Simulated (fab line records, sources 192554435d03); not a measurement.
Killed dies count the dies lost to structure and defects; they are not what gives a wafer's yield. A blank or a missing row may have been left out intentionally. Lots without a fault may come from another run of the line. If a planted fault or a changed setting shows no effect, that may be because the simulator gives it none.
fab line records	flow n5Finfet
record lots=7	wafers=21
route steps=1938 shown ZERO_LAYER@9 WELL_APT@21 FIN_SAQP@147 FIN_CUT@155 DUMMY_GATE@215 SD_EPI_P@297 ILD0@343
startH: the number of hours between the record's first day and the start of the first shown wafer of the lot	waitH: hours since the lot's step before	" unchanged from the row above	L1.1+2: a single row standing in for several wafers	- no value, or no start was given	* or withheld: withheld	< > ~ a bound
route shown NAME@n: names a module that has steps shown in the file, with the first one's number in the route	usual: mean and standard deviation over wafers with no fault	same: alike in all rows	chamber/n: place in a boat	sites: per-site readings	_std_site: the standard deviation of these	_edge_site: mean of outer sites minus mean of inner sites	radiusMm: how far each site lies from the wafer's centre	mask NAME#n: copy n	behind: the last tool/chamber to shape the wafer	hold: why the lot was held/for how many hours/how that ended	device: the n, p or np transistor that did not switch	end of line: at the end of the route, the tests of the same wafers	for a step that has no rows: nothing shown but its recipe	killed: dies lost to structure and defects at the first sort, not the wafer's yield	map: shows each die of a wafer: x if killed, . if not, _ if none is there
set.NAME: the setting as run; set.NAME@STEP: as run at that earlier step	model.NAME: the simulator's own value behind a step, which no gauge read
lots with deliberately changed settings; one table per step, one row per wafer
## steps
# step N5_ZERO_LAYER_EXPOSE_08
# recipe maskId=ZERO	na=0.55	sourceShape=conventional	sigmaOuter=0.8	polarization=unpolarized	defocusNm=0	targetCdNm=2000	doseMj=16.2
lot.wafer	tool	chamber	startH	waitH	mask	set.doseMj
L074.1+6	krfScanner-01	0	12.59	-	ZERO#0	16.67
L074.4	"	0	"	"	ZERO#0	16.2
L078.1+5	krfScanner-02	0	36.46	-	ZERO#0	15.06
L078.2	"	0	"	"	ZERO#0	16.2
L081.1+4+6	krfScanner-01	0	54.47	-	ZERO#0	16.2
L083.1	krfScanner-01	0	66.61	-	ZERO#0	16.2
L083.2+4	"	0	"	"	ZERO#0	17.07
L084.2+3+6	krfScanner-02	0	72.60	-	ZERO#0	16.2
L093.3+6	krfScanner-01	0	126.60	-	ZERO#0	17.36
L093.4	"	0	"	"	ZERO#0	16.2
L094.1+5+6	krfScanner-01	0	132.48	-	ZERO#0	16.2
# step N5_ZERO_LAYER_PEB_09
# recipe pebTempC=withheld	pebTimeS=*
# step N5_ZERO_LAYER_DEVELOP_10
# recipe developTimeS=60	rinseLiquid=diw	dry=airSpin	devTempC=21
# step N5_ZERO_LAYER_HARDBAKE_23
# recipe tempC=130	timeS=120
# step N5_ZERO_LAYER_CD_MEAS_11
# recipe targetCdNm=2000	landingEnergyEv=500	detector=seInlens
# usual cdNm=2000.9/1.6
lot.wafer	tool	chamber	startH	waitH	set.doseMj@ZERO_LAYER_EXPOSE_08	cdNm
L074.1	cdSem-01	0	12.77	-	16.67	2006.5
L074.4	"	0	"	"	16.2	2003.1
L074.6	"	0	"	"	16.67	2005.9
L078.1	cdSem-01	0	36.64	-	15.06	1985.4
L078.2	"	0	"	"	16.2	1999.2
L078.5	"	0	"	"	15.06	1985.7
L081.1	cdSem-03	0	54.64	-	16.2	1999.0
L081.4	"	0	"	"	16.2	1999.8
L081.6	"	0	"	"	16.2	2001.2
L083.1	cdSem-03	0	66.79	-	16.2	2000.9
L083.2	"	0	"	"	17.07	2008.3
L083.4	"	0	"	"	17.07	2013.0
L084.2	cdSem-01	0	72.78	-	16.2	2002.6
L084.3	"	0	"	"	16.2	2002.1
L084.6	"	0	"	"	16.2	2002.3
L093.3	cdSem-03	0	126.77	-	17.36	2018.4
L093.4	"	0	"	"	16.2	2002.3
L093.6	"	0	"	"	17.36	2014.1
L094.1	cdSem-01	0	132.66	-	16.2	2000.5
L094.5	"	0	"	"	16.2	2000.1
L094.6	"	0	"	"	16.2	1998.1
# step N5_ZERO_LAYER_DESCUM_16
# recipe chemistry=O2	timeS=7.9	sourcePowerW=50	biasPowerW=20	pressureMtorr=20	rfFrequencyHz=2.712e+07	tempC=40	o2FlowSccm=225
lot.wafer	tool	chamber	startH	waitH	set.doseMj@ZERO_LAYER_EXPOSE_08	model.ZERO_LAYER.cdNm
L074.1+6	rieDiel-03	2,1	12.81	0.0	16.67	2006
L074.4	"	1	"	"	16.2	2003
L078.1	rieDiel-04	2	36.83	0.2	15.06	1985
L078.2	"	0	"	"	16.2	1999
L078.5	"	0	"	"	15.06	1986
L081.1	rieDiel-06	3	54.68	0.0	16.2	1999
L081.4	"	1	"	"	16.2	2000
L081.6	"	3	"	"	16.2	2001
L083.1	rieDiel-03	0	66.83	0.0	16.2	-
L083.2	"	2	"	"	17.07	2009
L083.4	"	3	"	"	17.07	2013
L084.2	rieDiel-03	2	73.12	0.3	16.2	2003
L084.3+6	"	0,2	"	"	16.2	2002
L093.3	rieDiel-04	0	126.81	0.0	17.36	2018
L093.4	"	1	"	"	16.2	2002
L093.6	"	2	"	"	17.36	2014
L094.1+5	rieDiel-04	1,2	132.70	0.0	16.2	2000
L094.6	"	1	"	"	16.2	1998
# step N5_WELL_APT_COAT_02
# recipe spinRpm=1357	resistThkNm=950
lot.wafer	tool	chamber	startH	waitH	set.spinRpm	model.coat_of_WELL_APT_COAT_02.thkNm
L074.1	lithoTrack-02	0	-	-	1357	943.1
L074.4	"	0	"	"	1292	967.5
L074.6	"	0	"	"	1357	948.9
L078.1	lithoTrack-01	0	-	-	1259	986.6
L078.2	"	0	"	"	1357	955.2
L078.5	"	0	"	"	1357	952
L081.1	lithoTrack-01	0	-	-	1357	954.7
L081.4	"	0	"	"	1357	950.6
L081.6	"	0	"	"	1357	953
L083.1	lithoTrack-01	0	-	-	1357	946.5
L083.2	"	0	"	"	1218	999.9
L083.4	"	0	"	"	1357	949.5
L084.2	lithoTrack-02	0	-	-	1357	948
L084.3	"	0	"	"	1357	946.9
L084.6	"	0	"	"	1357	951.9
L093.3	lithoTrack-01	0	-	-	1304	968
L093.4	"	0	"	"	1357	949
L093.6	"	0	"	"	1357	948.3
L094.1	lithoTrack-03	0	-	-	1467	913.7
L094.5	"	0	"	"	1357	951.5
L094.6	"	0	"	"	1357	946.7
# step N5_WELL_APT_COAT_19
# recipe spinRpm=1357	resistThkNm=950
lot.wafer	tool	chamber	startH	waitH	set.spinRpm	model.coat_of_WELL_APT_COAT_19.thkNm
L074.1	lithoTrack-01	0	-	-	1357	955.1
L074.4	"	0	"	"	1357	952
L074.6	"	0	"	"	1491	908.1
L078.1	lithoTrack-01	0	-	-	1357	948.1
L078.2	"	0	"	"	1357	950
L078.5	"	0	"	"	1357	950.7
L081.1	lithoTrack-02	0	-	-	1492	905.8
L081.4	"	0	"	"	1492	905.6
L081.6	"	0	"	"	1357	950.8
L083.1	lithoTrack-03	0	-	-	1357	948.5
L083.2	"	0	"	"	1357	948.8
L083.4	"	0	"	"	1206	1012
L084.2	lithoTrack-02	0	-	-	1357	945.4
L084.3	"	0	"	"	1357	945.9
L084.6	"	0	"	"	1357	948.8
L093.3	lithoTrack-03	0	-	-	1357	949.2
L093.4	"	0	"	"	1357	949.4
L093.6	"	0	"	"	1357	948.9
L094.1	lithoTrack-02	0	-	-	1357	950.4
L094.5	"	0	"	"	1357	950.5
L094.6	"	0	"	"	1357	950.7
# step N5_FIN_SAQP_FIN_ETCH_36
# recipe chemistry=HBr/Cl2/O2	targetDepthA=1200	maskMaterial=SiNx	timeS=50.4	biasW=102	pressureMtorr=10	icpW=800	HBr_flow_sccm=150	Cl2_flow_sccm=80	O2_flow_sccm=12
lot.wafer	tool	chamber	startH	waitH	set.icpW	model.FIN_SAQP.featureDepthNm	model.etch.depthNm
L074.1	rieSi-01	3	26.62	0.0	680.1	113.2	113.3
L074.4	"	0	"	"	680.1	111.6	111.6
L074.6	"	0	"	"	680.1	112.2	112.3
L078.1	rieSi-01	3	49.75	0.0	800	121.2	121.1
L078.2	"	0	"	"	800	122	122
L078.5	"	2	"	"	800	122.4	122.4
L081.1	rieSi-06	3	69.08	0.0	800	120	120
L081.4	"	0	"	"	709	113.8	113.8
L081.6	"	3	"	"	709	113.4	113.4
L083.1	rieSi-01	0	81.06	0.0	800	121.6	121.5
L083.2	"	3	"	"	703.6	114.8	114.7
L083.4	"	1	"	"	800	120.4	120.3
L084.2	rieSi-01	0	86.55	0.0	800	121	121
L084.3	"	3	"	"	800	120.4	120.5
L084.6	"	0	"	"	800	121.2	121.1
L093.3	rieSi-06	1	141.75	0.0	748	117.2	117.3
L093.4	"	3	"	"	748	117.8	117.7
L093.6	"	0	"	"	748	117.2	117.2
L094.1+5	rieSi-06	3,0	147.11	0.0	911.6	127.2	127.2
L094.6	"	1	"	"	800	119.6	119.5
# step N5_FIN_SAQP_PRECLEAN_38
# recipe chemistry=O3/DIW	timeS=45	tempC=22	o3Ppm=10
# step N5_FIN_SAQP_PRECLEAN_45
# recipe chemistry=dHF	timeS=10	dilution=500:1	tempC=25
# step N5_FIN_SAQP_SRD_39
# recipe dry=ipaMarangoni	timeS=30	tempC=23	rinseLiquid=diw
# step N5_FIN_SAQP_OCD_MEAS_76
# usual trenchDepthNm=120.7/1.4
lot.wafer	tool	chamber	startH	waitH	set.icpW@FIN_SAQP_FIN_ETCH_36	trenchDepthNm
L074.1	ocd-01	-	26.84	0.0	680.1	113.2
L074.4	"	-	"	"	680.1	111.6
L074.6	"	-	"	"	680.1	112.7
L078.1	ocd-01	-	49.97	0.0	800	120.8
L078.2	"	-	"	"	800	122.6
L078.5	"	-	"	"	800	122.6
L081.1	ocd-02	-	69.33	0.0	800	120.4
L081.4	"	-	"	"	709	113.3
L081.6	"	-	"	"	709	113.4
L083.1	ocd-01	-	81.28	0.0	800	121.7
L083.2	"	-	"	"	703.6	115.0
L083.4	"	-	"	"	800	120.7
L084.2	ocd-01	-	86.77	0.0	800	121.0
L084.3	"	-	"	"	800	120.7
L084.6	"	-	"	"	800	121.1
L093.3	ocd-01	-	141.97	0.0	748	117.2
L093.4	"	-	"	"	748	117.6
L093.6	"	-	"	"	748	117.1
L094.1	ocd-01	-	147.33	0.0	911.6	127.4
L094.5	"	-	"	"	911.6	127.6
L094.6	"	-	"	"	800	119.4
# step N5_FIN_CUT_COAT_19
# recipe resist=SiARC	tempC=220	timeS=60	spinRpm=1500	resistThkNm=20
lot.wafer	tool	chamber	startH	waitH	set.spinRpm	model.SiARC_of_FIN_CUT_COAT_19.thkNm
L074.1+4	lithoTrack-03	0	-	-	1500	20
L074.6	"	0	"	"	1650	19.2
L078.1+2+5	lithoTrack-04	0	-	-	1500	20
L081.1+4	lithoTrack-02	0	-	-	1500	20
L081.6	"	0	"	"	1397	20.6
L083.1+4	lithoTrack-02	0	-	-	1500	20
L083.2	"	0	"	"	1500	19.8
L084.2+3+6	lithoTrack-04	0	-	-	1500	20
L093.3+6	lithoTrack-03	0	-	-	1500	20
L093.4	"	0	"	"	1559	19.6
L094.1	lithoTrack-04	0	-	-	1500	20
L094.5+6	"	0	"	"	1610	19.4
# step N5_FIN_CUT_COAT_29
# recipe resist=underlayer	tempC=205	timeS=60	spinRpm=1500	resistThkNm=10
# step N5_FIN_CUT_COAT_02
# recipe resist=CAR-EUV	spinRpm=1500	resistThkNm=30
# step N5_FIN_CUT_DESCUM_13
# recipe chemistry=O2	timeS=7	sourcePowerW=50	biasPowerW=20	pressureMtorr=20	rfFrequencyHz=2.712e+07	tempC=40	resist=CAR-EUV	o2FlowSccm=225
# step N5_FIN_CUT_ETCH_30
# recipe chemistry=N2/H2	target=underlayer	targetDepthA=130	maskMaterial=CAR-EUV	timeS=10.4	ionEnergyEv=200	pressureMtorr=30	sourceW=840	biasW=150	n2FlowSccm=200	h2FlowSccm=200	ends=cleared
# step N5_FIN_CUT_ETCH_20
# recipe chemistry=CF4	target=SiARC	targetDepthA=260	maskMaterial=CAR-EUV	timeS=43.3	ionEnergyEv=80	pressureMtorr=40	sourceW=545	biasW=36	Ar_flow_sccm=100	cf4FlowSccm=100	ends=cleared
lot.wafer	tool	chamber	startH	waitH	set.spinRpm@FIN_CUT_COAT_19	model.etch.depthNm
L074.1	rieDiel-06	2	27.48	0.0	1500	20.04
L074.4	"	0	"	"	1500	20
L074.6	"	1	"	"	1650	19.13
L078.1	rieDiel-04	0	50.86	0.0	1500	19.91
L078.2+5	"	1,2	"	"	1500	20.01
L081.1+4	rieDiel-06	3,2	69.84	0.0	1500	19.94
L081.6	"	0	"	"	1397	20.61
L083.1	rieDiel-03	2	81.87	0.0	1500	19.95
L083.2	"	1	"	"	1500	19.9
L083.4	"	3	"	"	1500	19.97
L084.2	rieDiel-04	3	87.41	0.0	1500	20
L084.3	"	2	"	"	1500	20.1
L084.6	"	1	"	"	1500	20.07
L093.3	rieDiel-03	0	142.48	0.0	1500	20
L093.4	"	3	"	"	1559	19.66
L093.6	"	1	"	"	1500	20.04
L094.1	rieDiel-04	0	147.96	0.0	1500	20.04
L094.5	"	3	"	"	1610	19.38
L094.6	"	0	"	"	1610	19.36
# step N5_DUMMY_GATE_CVD_03
# recipe material=a-Si	targetThkA=1500	tempC=530	precursor=SiH4	timeS=8042
lot.wafer	tool	chamber	startH	waitH	set.tempC	model.a-Si_of_DUMMY_GATE_CVD_03.thkNm
L074.1	-	-	-	0.1	530	149.2
L074.4	"	-	"	"	530	149.8
L074.6	"	-	"	"	530	148.8
L078.1	-	-	-	0.1	542.8	213
L078.2	"	-	"	"	542.8	212
L078.5	"	-	"	"	542.8	212.6
L081.1	-	-	-	0.1	544.1	218.4
L081.4	"	-	"	"	544.1	218.6
L081.6	"	-	"	"	544.1	218.8
L083.1+2	-	-	-	0.1	530	150.8
L083.4	"	-	"	"	530	152
L084.2	lpcvd-02	0/45	99.75	0.1	530	150
L084.3+6	"	0/50,0/64	"	"	530	149.6
L093.3	-	-	-	0.1	552.4	275.6
L093.4	"	-	"	"	552.4	274.8
L093.6	"	-	"	"	552.4	277.4
L094.1	-	-	-	0.1	543.2	216.4
L094.5	"	-	"	"	543.2	217.2
L094.6	"	-	"	"	543.2	216.2
# step N5_DUMMY_GATE_PRECLEAN_46
# recipe chemistry=DIW	timeS=89.5	tempC=23
# step N5_DUMMY_GATE_SRD_47
# recipe dryTimeS=32	dry=n2Spin	spinRpm=1500
# step N5_DUMMY_GATE_CMP_04
# recipe material=a-Si	postCmpClean=alkalineBrush
# usual timeToEndpointS=13.0/2.6
lot.wafer	tool	chamber	startH	waitH	set.tempC@DUMMY_GATE_CVD_03	timeToEndpointS
L074.1	cmp-02	0	41.79	0.1	530	16.0
L074.4	"	1	"	"	530	12.8
L074.6	"	3	"	"	530	14.3
L078.1	cmp-04	2	65.10	0.1	542.8	20.5
L078.2	"	1	"	"	542.8	22.7
L078.5	"	3	"	"	542.8	20.5
L081.1	cmp-02	2	84.49	0.1	544.1	24.0
L081.4	"	0	"	"	544.1	24.7
L081.6	"	2	"	"	544.1	22.5
L083.1	cmp-04	0	98.20	0.0	530	10.9
L083.4	"	2	"	"	530	12.1
L083.2	"	3	"	"	530	13.9
L084.3	cmp-01	2	103.48	0.0	530	11.0
L084.2	"	1	"	"	530	15.5
L084.6	"	2	"	"	530	12.1
L093.3	cmp-04	2	156.00	0.0	552.4	33.9
L093.4	"	1	"	"	552.4	35.1
L093.6	"	3	"	"	552.4	38.4
L094.1	cmp-01	3	161.88	0.2	543.2	28.5
L094.5	"	3	"	"	543.2	28.3
L094.6	"	0	"	"	543.2	26.5
# step N5_DUMMY_GATE_COAT_28
# recipe resist=underlayer	tempC=205	timeS=60	spinRpm=1500	resistThkNm=10
lot.wafer	tool	chamber	startH	waitH	set.spinRpm	model.underlayer_of_DUMMY_GATE_COAT_28.thkNm
L074.1+4+6	lithoTrack-05	0	-	-	1500	10
L078.1	lithoTrack-01	0	-	-	1409	10.4
L078.2+5	"	0	"	"	1500	10
L081.1+4+6	lithoTrack-05	0	-	-	1500	10
L083.1	lithoTrack-05	0	-	-	1500	10
L083.2+4	"	0	"	"	1433	10.2
L084.2+3+6	lithoTrack-01	0	-	-	1500	10
L093.3	lithoTrack-01	0	-	-	1500	10
L093.4+6	"	0	"	"	1646	9.6
L094.1	lithoTrack-04	0	-	-	1500	10
L094.5+6	"	0	"	"	1589	9.8
# step N5_DUMMY_GATE_EXPOSE_12
# recipe maskId=GATE	na=0.33	sourceShape=annular	sigmaInner=0.2	sigmaOuter=0.6	polarization=unpolarized	targetCdNm=25	doseMj=34
lot.wafer	tool	chamber	startH	waitH	mask	set.doseMj
L074.1+4	euvScanner-01	0	48.12	-	GATE#0	34
L074.6	"	0	"	"	GATE#0	32.8
L078.1+2+5	euvScanner-01	0	69.54	-	GATE#0	34
L081.1+6	euvScanner-01	0	88.86	-	GATE#0	32.55
L081.4	"	0	"	"	GATE#0	34
L083.1	euvScanner-01	0	102.61	-	GATE#0	35.7
L083.2+4	"	0	"	"	GATE#0	34
L084.2+3+6	euvScanner-02	0	108.02	-	GATE#0	34
L093.3+6	euvScanner-01	0	160.42	-	GATE#0	34
L093.4	"	0	"	"	GATE#0	32.98
L094.1+5+6	euvScanner-01	0	166.30	-	GATE#0	34
# step N5_DUMMY_GATE_PEB_13
# recipe pebTempC=100	pebTimeS=60	resist=CAR-EUV
# step N5_DUMMY_GATE_DEVELOP_14
# recipe developTimeS=30	developer=TMAH	resist=CAR-EUV	rinseLiquid=surfactantRinse	dry=airSpin	devTempC=23
# step N5_DUMMY_GATE_CD_MEAS_15
# recipe targetCdNm=25.8	landingEnergyEv=500	detector=seInlens
# usual cdNm=24.94/0.21
lot.wafer	tool	chamber	startH	waitH	set.doseMj@DUMMY_GATE_EXPOSE_12	cdNm
L074.1	cdSem-03	0	48.25	-	34	24.96
L074.4	"	0	"	"	34	24.90
L074.6	"	0	"	"	32.8	25.55
L078.1	cdSem-02	0	69.66	-	34	24.79
L078.2	"	0	"	"	34	24.88
L078.5	"	0	"	"	34	25.03
L081.1	cdSem-02	0	88.99	-	32.55	25.58
L081.4	"	0	"	"	34	25.02
L081.6	"	0	"	"	32.55	25.81
L083.1	cdSem-01	0	102.73	-	35.7	23.95
L083.2	"	0	"	"	34	25.13
L083.4	"	0	"	"	34	24.92
L084.2	cdSem-03	0	108.15	-	34	24.75
L084.3	"	0	"	"	34	25.03
L084.6	"	0	"	"	34	24.81
L093.3	cdSem-02	0	160.54	-	34	25.09
L093.4	"	0	"	"	32.98	25.67
L093.6	"	0	"	"	34	25.08
L094.1	cdSem-02	0	166.43	-	34	24.74
L094.5	"	0	"	"	34	25.05
L094.6	"	0	"	"	34	25.08
# step N5_SD_EPI_P_COAT_03
# recipe resist=CAR-ArF-block	spinRpm=1500	resistThkNm=150
lot.wafer	tool	chamber	startH	waitH	set.spinRpm	model.CAR-ArF-block_of_SD_EPI_P_COAT_03.thkNm
L074.1	lithoTrack-05	0	-	-	1357	157.6
L074.4	"	0	"	"	1500	150
L074.6	"	0	"	"	1500	149.8
L078.1	lithoTrack-04	0	-	-	1500	149.6
L078.2+5	"	0	"	"	1500	149.4
L081.1	lithoTrack-03	0	-	-	1650	143.2
L081.4	"	0	"	"	1500	150
L081.6	"	0	"	"	1500	149.8
L083.1	lithoTrack-04	0	-	-	1397	155
L083.2	"	0	"	"	1500	150.2
L083.4	"	0	"	"	1500	149.6
L084.2+3	lithoTrack-03	0	-	-	1500	150.6
L084.6	"	0	"	"	1500	150.4
L093.3+4	lithoTrack-03	0	-	-	1500	150.2
L093.6	"	0	"	"	1500	150.4
L094.1	lithoTrack-03	0	-	-	1500	150.4
L094.5	"	0	"	"	1339	159.4
L094.6	"	0	"	"	1500	150
# step N5_SD_EPI_P_DEVELOP_08
# recipe developTimeS=30	developer=TMAH	resist=CAR-ArF-block	devTempC=23	rinseLiquid=diw	dry=airSpin
lot.wafer	tool	chamber	startH	waitH	set.developTimeS
L074.1+4	lithoTrack-03	0	-	-	30
L074.6	"	0	"	"	32.04
L078.1+5	lithoTrack-04	0	-	-	24.28
L078.2	"	0	"	"	30
L081.1+4	lithoTrack-03	0	-	-	30
L081.6	"	0	"	"	34.61
L083.1+4	lithoTrack-05	0	-	-	30
L083.2	"	0	"	"	25.47
L084.2+3+6	lithoTrack-04	0	-	-	30
L093.3+4	lithoTrack-05	0	-	-	32.83
L093.6	"	0	"	"	30
L094.1+5+6	lithoTrack-03	0	-	-	30
# step N5_SD_EPI_P_DESCUM_14
# recipe chemistry=O2	timeS=7.9	sourcePowerW=50	biasPowerW=20	pressureMtorr=20	rfFrequencyHz=2.712e+07	tempC=40	resist=CAR-ArF-block	o2FlowSccm=225
lot.wafer	tool	chamber	startH	waitH	set.spinRpm@SD_EPI_P_COAT_03	model.CAR-ArF-block_of_SD_EPI_P_COAT_03.thkNm
L074.1	rieDiel-03	1	55.26	0.0	1357	151.2
L074.4	"	2	"	"	1500	143.4
L074.6	"	2	"	"	1500	143.2
L078.1	rieDiel-06	2	77.29	0.0	1500	143.2
L078.2	"	0	"	"	1500	142.8
L078.5	"	3	"	"	1500	143
L081.1	rieDiel-03	3	97.27	0.0	1650	136.6
L081.4	"	1	"	"	1500	143.6
L081.6	"	3	"	"	1500	143.2
L083.1	rieDiel-03	3	110.36	0.0	1397	148.6
L083.2	"	0	"	"	1500	143.8
L083.4	"	1	"	"	1500	143.2
L084.2+6	rieDiel-04	3,1	115.42	0.0	1500	144
L084.3	"	1	"	"	1500	144.2
L093.3+4	rieDiel-03	0,2	169.47	0.0	1500	143.6
L093.6	"	1	"	"	1500	143.8
L094.1	rieDiel-03	0	173.75	0.0	1500	143.8
L094.5	"	1	"	"	1339	153
L094.6	"	0	"	"	1500	143.4
# step N5_ILD0_ALD_15
# recipe material=SiNx	targetThkA=240	tempC=400	aldPrecursorFamily=SiH2I2	aldCoReactant=N2/H2-plasma	pulseTimeS=1	aldCycles=480	purgeTimeS=2	coReactantPurgeTimeS=2	pressureTorr=2
lot.wafer	tool	chamber	startH	waitH	set.aldCycles	model.SiNx_of_ILD0_ALD_15.thkNm
L074.1+6	aldSin-04	0	64.04	1.0	480	24.2
L074.4	"	3	"	"	480	24
L078.1+5	aldSin-04	0,1	86.18	0.6	480	24
L078.2	"	1	"	"	480	23.8
L081.1	aldSin-02	2	105.53	0.6	404	20.2
L081.4	"	1	"	"	404	20
L081.6	"	2	106.62	1.1	480	23.8
L083.1+2	aldSin-01	0,2	118.95	0.6	480	24
L083.4	"	1	"	"	530	26.4
L084.2+6	aldSin-02	0	124.55	0.5	480	24.2
L084.3	"	1	"	"	480	24
L093.3	aldSin-02	1	178.58	0.4	443	22
L093.4+6	"	3,1	179.66	1.3	480	24
L094.1	aldSin-02	3	182.00	0.6	452	22.8
L094.5	"	1	183.09	1.2	452	22.6
L094.6	"	2	"	"	480	24
## key
split step=N5_ZERO_LAYER_EXPOSE_08	setting=doseMj	stated=16.2	by=wafer
response step=N5_ZERO_LAYER_CD_MEAS_11	reading=cdNm	change=+1.86	per=1%	r=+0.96
response step=N5_ZERO_LAYER_DESCUM_16	reading=model.ZERO_LAYER.cdNm	change=+1.86	per=1%	r=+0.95
split step=N5_WELL_APT_COAT_02	setting=spinRpm	stated=1357	by=wafer
response step=N5_WELL_APT_COAT_02	reading=model.coat_of_WELL_APT_COAT_02.thkNm	change=-4.73	per=1%	r=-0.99
split step=N5_WELL_APT_COAT_19	setting=spinRpm	stated=1357	by=wafer
response step=N5_WELL_APT_COAT_19	reading=model.coat_of_WELL_APT_COAT_19.thkNm	change=-4.99	per=1%	r=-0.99
split step=N5_FIN_SAQP_FIN_ETCH_36	setting=icpW	stated=800	by=wafer
response step=N5_FIN_SAQP_FIN_ETCH_36	reading=model.FIN_SAQP.featureDepthNm	change=+0.54	per=1%	r=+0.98
response step=N5_FIN_SAQP_FIN_ETCH_36	reading=model.etch.depthNm	change=+0.544	per=1%	r=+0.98
response step=N5_FIN_SAQP_OCD_MEAS_76	reading=trenchDepthNm	change=+0.569	per=1%	r=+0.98
split step=N5_FIN_CUT_COAT_19	setting=spinRpm	stated=1500	by=wafer
response step=N5_FIN_CUT_COAT_19	reading=model.SiARC_of_FIN_CUT_COAT_19.thkNm	change=-0.0836	per=1%	r=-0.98
response step=N5_FIN_CUT_ETCH_20	reading=model.etch.depthNm	change=-0.0913	per=1%	r=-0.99
split step=N5_DUMMY_GATE_CVD_03	setting=tempC	stated=530	by=lot
response step=N5_DUMMY_GATE_CVD_03	reading=model.a-Si_of_DUMMY_GATE_CVD_03.thkNm	change=+28.4	per=1%	r=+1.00
response step=N5_DUMMY_GATE_CMP_04	reading=timeToEndpointS	change=*	per=1%	r=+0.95
split step=N5_DUMMY_GATE_COAT_28	setting=spinRpm	stated=1500	by=wafer
response step=N5_DUMMY_GATE_COAT_28	reading=model.underlayer_of_DUMMY_GATE_COAT_28.thkNm	shape=bent	atLowest=10.4	atStated=10	atHighest=9.6
split step=N5_DUMMY_GATE_EXPOSE_12	setting=doseMj	stated=34	by=wafer
response step=N5_DUMMY_GATE_CD_MEAS_15	reading=cdNm	change=-0.189	per=1%	r=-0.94
split step=N5_SD_EPI_P_COAT_03	setting=spinRpm	stated=1500	by=wafer
response step=N5_SD_EPI_P_COAT_03	reading=model.CAR-ArF-block_of_SD_EPI_P_COAT_03.thkNm	change=-0.776	per=1%	r=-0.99
response step=N5_SD_EPI_P_DESCUM_14	reading=model.CAR-ArF-block_of_SD_EPI_P_COAT_03.thkNm	change=-0.79	per=1%	r=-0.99
split step=N5_SD_EPI_P_DEVELOP_08	setting=developTimeS	stated=30	by=wafer
response none clear
split step=N5_ILD0_ALD_15	setting=aldCycles	stated=480	by=wafer
response step=N5_ILD0_ALD_15	reading=model.SiNx_of_ILD0_ALD_15.thkNm	change=+0.235	per=1%	r=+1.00
